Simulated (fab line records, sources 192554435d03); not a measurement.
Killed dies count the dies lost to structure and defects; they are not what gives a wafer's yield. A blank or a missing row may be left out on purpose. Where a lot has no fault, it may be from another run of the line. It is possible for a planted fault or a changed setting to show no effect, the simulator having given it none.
fab line records ; flow n5Finfet
record lots=4; wafers=12; lastDay=18
route steps=1938 shown BEOL_M4@1099 BEOL_M5@1112 BEOL_M13@1694 PASSIVATION@1936
lots untouched by any fault: they come from a run of this same line in which no faults occurred
startH: hours from the record's first day to the start of the lot's first wafer shown ; waitH: hours elapsed since this lot's preceding step ; " as in the row above ; L1.1+2: one row covering several wafers at once ; - no value, or no start was given ; * or withheld: withheld ; < > ~ a bound
route shown NAME@n: names a module that has steps shown in the file, with the first one's number in the route ; usual: mean/standard deviation taken from wafers without a fault ; same: alike in all rows ; chamber/n: place in a boat ; sites: the reading at each site ; _std_site: the standard deviation of these ; _edge_site: mean of outer sites minus mean of inner sites ; radiusMm: for every site, how far away it sits from the centre of the wafer ; mask NAME#n: copy n ; behind: the tool/chamber that last shaped the wafer ; hold: why the lot went on hold/how many hours it stayed there/how the hold came to an end ; device: whichever transistor did not switch (one of n, p or np) ; end of line: the tests these same wafers got at the end of their route ; step lacking rows: just its recipe ; killed: dies that structure and defects cost at the first sort, which is not the same as the wafer's yield ; map: per-die view of a wafer (x killed, . not killed, _ where there is no die)
set.NAME: setting as actually run; set.NAME@STEP: the setting as run at that earlier step ; model.NAME: the simulator's own value behind a step, which no gauge read
lots at selected steps of the route; one table per step, one row per wafer
services: a tool's chamber out of use, with start hour (startH, from the record's first day; less than 0 if before it), hours out, and reason
## steps
# step N5_BEOL_M4_ANNEAL_95
# recipe tempC=400; timeS=240; ambient=vacuum
# step N5_BEOL_M4_SPUTTER_96
# recipe material=Cu; targetThkA=45; tempC=-20; chamberPressurePa=0.07; powerW=withheld; timeS=8.29
# step N5_BEOL_M4_ECD_50
# recipe material=Cu; targetThkA=3000
# step N5_BEOL_M4_ANNEAL_51
# recipe tempC=225; timeS=90; ambient=N2
# step N5_BEOL_M4_CMP_52
# recipe stopOn=SiOC; tOverpolishS=6.8; downForcePsi=1; platenRpm=50; clearingPlatenDownForcePsi=1.5; clearingPlatenRpm=50; postCmpClean=cuAlkaline; targetThkNm=40; clearingPlatenPadVelocityMS=0.99484; padVelocityMS=0.99484
# step N5_BEOL_M4_PRE_CLEAN_60
# recipe gas=NH3/H2; timeS=15; tempC=*; rfPowerW=300
# step N5_BEOL_M4_CO_CAP_55
# recipe material=Co; targetThkA=20; tempC=200; precursor=CCTBA/H2; pressureTorr=30; timeS=102.1
# step N5_BEOL_M4_PRE_CLEAN_56
# recipe gas=NH3; timeS=15; tempC=withheld; rfPowerW=300
# step N5_BEOL_M4_DEP_57
# recipe material=SiCN; targetThkA=80; tempC=withheld; precursor=3MS/NH3; pressureTorr=3; rfW=202; timeS=14
# step N5_BEOL_M4_RC_MEAS_101
# usual DIBL_N=36.4/1.2; DIBL_P=36.1/1.6; IOFF_N=0.156/0.024; IOFF_P=0.21/0.031; ION_N=674/11; ION_P=463/6.9; SS_N=71.5/0.5; SS_P=73.2/0.55; VT_N=250.0/2.9; VT_P=-250/3.6
lot.wafer;tool;chamber;startH;waitH;DIBL_N[mV/V];DIBL_P[mV/V];IOFF_N[nA/um];IOFF_P[nA/um];ION_N[uA/um];ION_P[uA/um];SS_N[mV/dec];SS_P[mV/dec];VT_N[mV];VT_P[mV]
L636.1;prober-02;0;222.04;0.0;37.5;36.4;0.172;0.22;685;467;71.2;73.5;246.1;-250
L636.2;prober-02;0;222.04;0.0;37.3;35.5;0.169;0.21;681;462;71.3;73.1;249.6;-248
L636.4;prober-02;0;222.04;0.0;36.9;35.9;0.167;0.21;681;466;71.2;73.2;246.6;-248
L641.3;prober-02;0;244.21;0.3;36.5;35.6;0.168;0.19;685;453;71.2;73.4;250.4;-253
L641.5;prober-02;0;244.21;0.3;35.4;34.0;0.138;0.17;663;452;71.2;72.5;250.0;-255
L641.6;prober-02;0;244.21;0.3;36.7;35.7;0.170;0.19;685;460;71.6;73.4;247.7;-253
L642.2;prober-02;0;252.79;0.2;35.6;34.5;0.134;0.17;661;452;71.4;73.2;255.2;-256
L642.3;prober-02;0;252.79;0.2;36.0;35.8;0.162;0.19;686;462;71.6;73.8;251.0;-252
L642.4;prober-02;0;252.79;0.2;37.4;37.1;0.163;0.20;673;455;71.3;73.6;251.6;-255
L649.2;prober-02;0;314.79;0.2;36.5;37.3;0.168;0.22;673;464;71.8;73.5;247.5;-250
L649.3;prober-02;0;314.79;0.2;38.1;38.8;0.196;0.24;689;466;71.8;74.1;246.7;-246
L649.4;prober-02;0;314.79;0.2;35.9;35.8;0.140;0.19;659;459;71.7;73.5;252.1;-250
# step N5_BEOL_M5_ILD_DEP_00
# recipe material=SiCOH_lowk; targetThkA=1406.4; tempC=300; precursor=DEMS/porogen; pressureTorr=5; rfW=500; timeS=25.9
# step N5_BEOL_M5_CURE_79
# recipe tempC=385; timeS=240; ambient=He/Ar; material=SiCOH_lowk
# step N5_BEOL_M5_PECVD_70
# recipe material=SiO2; targetThkA=160; tempC=400; precursor=TEOS/O2; pressureTorr=5.5; rfW=450; teosFlowSccm=53.8; gas=O2; flowSccm=3000; timeS=18
# step N5_BEOL_M5_HM_DEP_02
# recipe material=TiN; targetThkA=200; tempC=25; chamberPressurePa=0.49996
# step N5_BEOL_M5_COAT_59
# recipe resist=SOC; tempC=250; timeS=60; spinRpm=1500; resistThkNm=60
# step N5_BEOL_M5_COAT_60
# recipe resist=SiARC; tempC=220; timeS=60; spinRpm=1500; resistThkNm=12
# step N5_BEOL_M5_COAT_71
# recipe resist=underlayer; tempC=205; timeS=60; spinRpm=1500; resistThkNm=5
# step N5_BEOL_M5_COAT_05
# recipe resist=CAR-EUV; spinRpm=1500; resistThkNm=30
# step N5_BEOL_M5_EBR_07
# recipe solvent=PGMEA; ebrWidthMm=1.5
# step N5_BEOL_M5_SOFTBAKE_06
# recipe tempC=110; timeS=60; resist=CAR-EUV
# step N5_BEOL_M5_EXPOSE_08
# recipe maskId=M5; na=0.33; sourceShape=annular; sigmaInner=0.4; sigmaOuter=0.8; polarization=unpolarized; targetCdNm=28; doseMj=35.75
# step N5_BEOL_M5_PEB_09
# recipe pebTempC=100; pebTimeS=60; resist=CAR-EUV
# step N5_BEOL_M5_DEVELOP_10
# recipe developTimeS=30; developer=TMAH; resist=CAR-EUV; rinseLiquid=surfactantRinse; dry=airSpin; devTempC=23
# step N5_BEOL_M5_DESCUM_16
# recipe chemistry=O2; timeS=7; sourcePowerW=50; biasPowerW=20; pressureMtorr=20; rfFrequencyHz=2.712e+07; tempC=40; resist=CAR-EUV; o2FlowSccm=225
# step N5_BEOL_M5_ETCH_72
# recipe chemistry=N2/H2; target=underlayer; targetDepthA=65; maskMaterial=CAR-EUV; timeS=5.2; ionEnergyEv=200; pressureMtorr=30; sourceW=840; biasW=150; n2FlowSccm=200; h2FlowSccm=200; ends=cleared
# step N5_BEOL_M5_ETCH_61
# recipe chemistry=CF4; target=SiARC; targetDepthA=156; maskMaterial=CAR-EUV; timeS=26; ionEnergyEv=80; pressureMtorr=40; sourceW=545; biasW=36; Ar_flow_sccm=100; cf4FlowSccm=100; ends=cleared
# step N5_BEOL_M5_ETCH_62
# recipe chemistry=N2/H2; target=SOC; targetDepthA=750; overetchA=150; maskMaterial=SiARC; tempC=40; timeS=112.5; ionEnergyEv=200; pressureMtorr=30; sourceW=840; biasW=150; n2FlowSccm=200; h2FlowSccm=200
# step N5_BEOL_M5_STRIP_63
# recipe chemistry=N2/H2; tempC=40; n2FlowSccm=200; h2FlowSccm=200; rfFrequencyHz=6e+07
# step N5_BEOL_M5_STRIP_73
# recipe chemistry=N2/H2; tempC=40; n2FlowSccm=200; h2FlowSccm=200; rfFrequencyHz=6e+07
# step N5_BEOL_M5_STRIP_64
# recipe chemistry=CF4; resist=SiARC; powerW=300; biasPowerW=75; pressureMtorr=50; cf4FlowSccm=150; rfFrequencyHz=6e+07
# step N5_BEOL_M5_HM_OPEN_17
# recipe chemistry=Cl2/BCl3; targetDepthA=200; overetchA=60; target=TiN; maskMaterial=SOC; ionEnergyEv=150; pressureMtorr=10; icpW=1000; biasW=126; Cl2_flow_sccm=53.25; bcl3FlowSccm=21.75; Ar_flow_sccm=25
# step N5_BEOL_M5_STRIP_19
# recipe chemistry=O2; powerW=400; tempC=40; pressureMtorr=30; rfFrequencyHz=6e+07; biasPowerW=0; overashFraction=0.2; o2FlowSccm=225
# step N5_BEOL_M5_COAT_65
# recipe resist=SOC; tempC=250; timeS=60; spinRpm=1500; resistThkNm=60
# step N5_BEOL_M5_COAT_66
# recipe resist=SiARC; tempC=220; timeS=60; spinRpm=1500; resistThkNm=12
# step N5_BEOL_M13_ETCH_68
# recipe chemistry=N2/H2; target=SOC; maskMaterial=SiARC; sourceW=3000; biasW=350; tempC=40; timeS=355; ionEnergyEv=200; pressureMtorr=30; n2FlowSccm=200; h2FlowSccm=200
# usual biasW=350.1/1; chamberPressureMTorr=29.996/0.029; drypumpMotorCurrentA=5.7/0.41; oesProductAu=0.78/0.089; rfVppV=523.3/2.3; showerheadPlenumPTorr=2.52/0.08; throttleValvePct=17.81/0.27
lot.wafer;tool;chamber;startH;waitH;biasW;chamberPressureMTorr;drypumpMotorCurrentA;oesProductAu;rfHoursCounterH;rfVppV;showerheadPlenumPTorr;throttleValvePct;model.coat_of_BEOL_M13_COAT_22.thkNm;model.SiARC_of_BEOL_M13_COAT_66.thkNm
L636.1;rieDiel-05;1;292.52;0.1;351.2;29.982;5.6;0.68;220;518.8;2.41;18.01;0;77.4
L636.2;rieDiel-05;0;292.52;0.1;349.0;30.054;6.0;0.68;229;526.5;2.61;18.25;0;78.2
L636.4;rieDiel-05;2;292.52;0.1;348.6;29.982;5.1;0.82;80;524.3;2.56;17.58;0;77.2
L641.3;rieDiel-05;3;317.98;0.1;-;-;-;-;-;-;-;-;211.2;110.4
L641.5;rieDiel-05;1;317.98;0.1;-;-;-;-;-;-;-;-;210.2;110
L641.6;rieDiel-05;0;317.98;0.1;-;-;-;-;-;-;-;-;211;110.4
L642.2;rieDiel-04;0;324.78;0.1;-;-;-;-;-;-;-;-;211.6;110.2
L642.3;rieDiel-04;2;324.78;0.1;-;-;-;-;-;-;-;-;210.8;109.8
L642.4;rieDiel-04;1;324.78;0.1;-;-;-;-;-;-;-;-;211.8;110.2
L649.2;rieDiel-04;3;389.21;0.1;349.7;29.984;5.1;0.72;209;523.6;2.53;18.20;0;77
L649.3;rieDiel-04;1;389.21;0.1;351.6;29.957;5.9;0.90;20;524.9;2.60;17.43;0;76.2
L649.4;rieDiel-04;0;389.21;0.1;348.6;30.034;5.6;0.76;125;520.2;2.45;17.89;0;76.8
# step N5_PASSIVATION_PROBE_49
# usual defectLimitedYield=91.4/1.5; killed_at_M0_to_M3=31/11; killed_at_M4_up=13/5.5; killedAtContacts=13/6.3; killedAtFrontEnd=40/13; killedAtOther=3.3/2.6; killedDies=101/18; killedOnRim=13/4; killedOpen=67/13; killedShort=33/7.9; sort_bin_5_function=5.1/1; sort_bin_6_memory=3.2/0.68; sortNPass=1079/18; sortYieldPct=91.4/1.5
# same grossDies=1180; killedAtBackSide=0; sort_bin_4_leakage[%]=0; sort_bin_8_speed[%]=0
lot.wafer;tool;chamber;startH;waitH;defectLimitedYield[%];killed_at_M0_to_M3;killed_at_M4_up;killedAtContacts;killedAtFrontEnd;killedAtOther;killedDies;killedOnRim;killedOpen;killedShort;sort_bin_5_function[%];sort_bin_6_memory[%];sortNPass;sortYieldPct[%]
L641.3;prober-02;-;351.51;0.1;0;18;1124;7;29;2;1180;152;49;23;97.4;2.3;0;0
L641.5;prober-02;-;351.61;0.2;0;26;1115;4;32;3;1180;152;40;35;96.9;2.6;0;0
L641.6;prober-02;-;351.66;0.3;0;25;1102;14;36;3;1180;152;63;31;95.9;3.8;0;0
L642.2;prober-01;-;354.27;0.1;0;30;1080;6;59;5;1180;152;63;50;95.7;3.6;0;0
L642.3;prober-01;-;354.32;0.1;0;61;1042;15;57;5;1180;152;107;46;95.3;4.6;0;0
L642.4;prober-01;-;354.37;0.2;0;34;1088;11;41;6;1180;152;74;35;96.5;3.1;0;0
# killed by level:class
L641.3 BEOL_M13:areaEtch=1108 FIN_SAQP:geometricParticle:open=6 BEOL_M2:geometricParticle:open=6 MOL_CONTACT_COAG:geometricParticle:open=5 BEOL_M1:geometricParticle:open=5 DUMMY_GATE:geometricParticle:open=4 BEOL_M0_SAQP:geometricParticle:short=4 BEOL_M6:geometricParticle:open=4
L641.5 BEOL_M13:areaEtch=1104 FIN_SAQP:geometricParticle:short=9 BEOL_M1:geometricParticle:short=5 BEOL_M1:geometricParticle:open=5 STARTING-WAFER:geometricParticle:short=5 FIN_SAQP:geometricParticle:open=4 MOL_CONTACT_COAG:geometricParticle:open=4 BEOL_M3:geometricParticle:open=4
L641.6 BEOL_M13:areaEtch=1085 MOL_CONTACT_COAG:geometricParticle:open=13 GATE_CUT:geometricParticle:short=10 FIN_SAQP:geometricParticle:open=8 BEOL_M8:geometricParticle:open=6 FIN_SAQP:geometricParticle:short=5 BEOL_M2:geometricParticle:open=5 BEOL_M4:geometricParticle:open=4
L642.2 BEOL_M13:areaEtch=1065 FIN_SAQP:geometricParticle:short=23 FIN_SAQP:geometricParticle:open=16 BEOL_M4:geometricParticle:open=7 BEOL_M3:geometricParticle:short=5 BEOL_M3:geometricParticle:open=5 STARTING-WAFER:geometricParticle:open=4 MOL_CONTACT_COAG:geometricParticle:open=4
L642.3 BEOL_M13:areaEtch=1026 BEOL_M0_SAQP:geometricParticle:open=18 FIN_SAQP:geometricParticle:short=17 FIN_SAQP:geometricParticle:open=14 MOL_CONTACT_COAG:geometricParticle:open=14 BEOL_M3:geometricParticle:open=14 BEOL_M0_SAQP:geometricParticle:short=13 DUMMY_GATE:geometricParticle:open=6
L642.4 BEOL_M13:areaEtch=1069 BEOL_M3:geometricParticle:open=19 FIN_SAQP:geometricParticle:short=11 MOL_CONTACT_COAG:geometricParticle:open=9 BEOL_M4:geometricParticle:open=7 DUMMY_GATE:geometricParticle:open=6 FIN_SAQP:geometricParticle:open=5 BEOL_M0_SAQP:geometricParticle:open=4
# map L641.3 (x killed, . not)
_________________xxxxxxxxxxxx________________
______________xxxxxxxxxxxxxxxxxx_____________
___________xxxxxxxxxxxxxxxxxxxxxxxx__________
__________xxxxxxxxxxxxxxxxxxxxxxxxxx_________
________xxxxxxxxxxxxxxxxxxxxxxxxxxxxxx_______
_______xxxxxxxxxxxxxxxxxxxxxxxxxxxxxxxx______
______xxxxxxxxxxxxxxxxxxxxxxxxxxxxxxxxxx_____
_____xxxxxxxxxxxxxxxxxxxxxxxxxxxxxxxxxxxx____
____xxxxxxxxxxxxxxxxxxxxxxxxxxxxxxxxxxxxxx___
___xxxxxxxxxxxxxxxxxxxxxxxxxxxxxxxxxxxxxxxx__
___xxxxxxxxxxxxxxxxxxxxxxxxxxxxxxxxxxxxxxxx__
__xxxxxxxxxxxxxxxxxxxxxxxxxxxxxxxxxxxxxxxxxx_
__xxxxxxxxxxxxxxxxxxxxxxxxxxxxxxxxxxxxxxxxxx_
_xxxxxxxxxxxxxxxxxxxxxxxxxxxxxxxxxxxxxxxxxxxx
_xxxxxxxxxxxxxxxxxxxxxxxxxxxxxxxxxxxxxxxxxxxx
_xxxxxxxxxxxxxxxxxxxxxxxxxxxxxxxxxxxxxxxxxxxx
_xxxxxxxxxxxxxxxxxxxxxxxxxxxxxxxxxxxxxxxxxxxx
_xxxxxxxxxxxxxxxxxxxxxxxxxxxxxxxxxxxxxxxxxxxx
_xxxxxxxxxxxxxxxxxxxxxxxxxxxxxxxxxxxxxxxxxxxx
_xxxxxxxxxxxxxxxxxxxxxxxxxxxxxxxxxxxxxxxxxxxx
_xxxxxxxxxxxxxxxxxxxxxxxxxxxxxxxxxxxxxxxxxxxx
__xxxxxxxxxxxxxxxxxxxxxxxxxxxxxxxxxxxxxxxxxx_
__xxxxxxxxxxxxxxxxxxxxxxxxxxxxxxxxxxxxxxxxxx_
___xxxxxxxxxxxxxxxxxxxxxxxxxxxxxxxxxxxxxxxx__
___xxxxxxxxxxxxxxxxxxxxxxxxxxxxxxxxxxxxxxxx__
____xxxxxxxxxxxxxxxxxxxxxxxxxxxxxxxxxxxxxx___
_____xxxxxxxxxxxxxxxxxxxxxxxxxxxxxxxxxxxx____
______xxxxxxxxxxxxxxxxxxxxxxxxxxxxxxxxxx_____
_______xxxxxxxxxxxxxxxxxxxxxxxxxxxxxxxx______
________xxxxxxxxxxxxxxxxxxxxxxxxxxxxxx_______
__________xxxxxxxxxxxxxxxxxxxxxxxxxx_________
___________xxxxxxxxxxxxxxxxxxxxxxxx__________
______________xxxxxxxxxxxxxxxxxx_____________
_________________xxxxxxxxxxxx________________
# map L642.2 (x killed, . not)
_________________xxxxxxxxxxxx________________
______________xxxxxxxxxxxxxxxxxx_____________
___________xxxxxxxxxxxxxxxxxxxxxxxx__________
__________xxxxxxxxxxxxxxxxxxxxxxxxxx_________
________xxxxxxxxxxxxxxxxxxxxxxxxxxxxxx_______
_______xxxxxxxxxxxxxxxxxxxxxxxxxxxxxxxx______
______xxxxxxxxxxxxxxxxxxxxxxxxxxxxxxxxxx_____
_____xxxxxxxxxxxxxxxxxxxxxxxxxxxxxxxxxxxx____
____xxxxxxxxxxxxxxxxxxxxxxxxxxxxxxxxxxxxxx___
___xxxxxxxxxxxxxxxxxxxxxxxxxxxxxxxxxxxxxxxx__
___xxxxxxxxxxxxxxxxxxxxxxxxxxxxxxxxxxxxxxxx__
__xxxxxxxxxxxxxxxxxxxxxxxxxxxxxxxxxxxxxxxxxx_
__xxxxxxxxxxxxxxxxxxxxxxxxxxxxxxxxxxxxxxxxxx_
_xxxxxxxxxxxxxxxxxxxxxxxxxxxxxxxxxxxxxxxxxxxx
_xxxxxxxxxxxxxxxxxxxxxxxxxxxxxxxxxxxxxxxxxxxx
_xxxxxxxxxxxxxxxxxxxxxxxxxxxxxxxxxxxxxxxxxxxx
_xxxxxxxxxxxxxxxxxxxxxxxxxxxxxxxxxxxxxxxxxxxx
_xxxxxxxxxxxxxxxxxxxxxxxxxxxxxxxxxxxxxxxxxxxx
_xxxxxxxxxxxxxxxxxxxxxxxxxxxxxxxxxxxxxxxxxxxx
_xxxxxxxxxxxxxxxxxxxxxxxxxxxxxxxxxxxxxxxxxxxx
_xxxxxxxxxxxxxxxxxxxxxxxxxxxxxxxxxxxxxxxxxxxx
__xxxxxxxxxxxxxxxxxxxxxxxxxxxxxxxxxxxxxxxxxx_
__xxxxxxxxxxxxxxxxxxxxxxxxxxxxxxxxxxxxxxxxxx_
___xxxxxxxxxxxxxxxxxxxxxxxxxxxxxxxxxxxxxxxx__
___xxxxxxxxxxxxxxxxxxxxxxxxxxxxxxxxxxxxxxxx__
____xxxxxxxxxxxxxxxxxxxxxxxxxxxxxxxxxxxxxx___
_____xxxxxxxxxxxxxxxxxxxxxxxxxxxxxxxxxxxx____
______xxxxxxxxxxxxxxxxxxxxxxxxxxxxxxxxxx_____
_______xxxxxxxxxxxxxxxxxxxxxxxxxxxxxxxx______
________xxxxxxxxxxxxxxxxxxxxxxxxxxxxxx_______
__________xxxxxxxxxxxxxxxxxxxxxxxxxx_________
___________xxxxxxxxxxxxxxxxxxxxxxxx__________
______________xxxxxxxxxxxxxxxxxx_____________
_________________xxxxxxxxxxxx________________
## services
tool;chamber;startH;hours;kind
rieDiel-04;-;284.96;14.6;pm
rieDiel-04;1;335.55;41.2;repair
rieDiel-05;0;361.04;-;clean
rieDiel-05;0;361.04;-;consumableReplace:focusRing
rieDiel-05;0;361.04;27.7;scheduledDown
rieDiel-05;0;361.04;27.7;ventCycle
rieDiel-05;1;370.95;7.8;repair
## key
firstSign step=N5_BEOL_M13_ETCH_68; reading=toolRecord; direction=missing
effect step=N5_PASSIVATION_PROBE_49; reading=killed_at_M4_up; direction=up; sigmas=99+; usual=13; struck=1092
modelEffect step=N5_BEOL_M13_ETCH_68; value=coat_of_BEOL_M13_COAT_22.thkNm; without=0; struck=211.1
moreKillsBornAt N5_BEOL_M13_ETCH_68@rieDiel-05=3297; N5_BEOL_M13_ETCH_68@rieDiel-04=3160
metAt N5_BEOL_M13_ETCH_68
struckWafers L641.3,L641.5,L641.6,L642.2,L642.3,L642.4
laterRowsLeftOut L641.3,L641.5,L641.6,L642.2,L642.3,L642.4
onsetBetween 292.52 317.98
fault kind=skippedStepWhole; tool=rieDiel-04,rieDiel-05; chamber=-; onsetH=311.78; steps=N5_BEOL_M13_ETCH_68; scope=struckLotsOnly
# laterRowsLeftOut: the simulator's readings of these wafers behind a module that went badly wrong aren't trusted and aren't shown, but for the sort
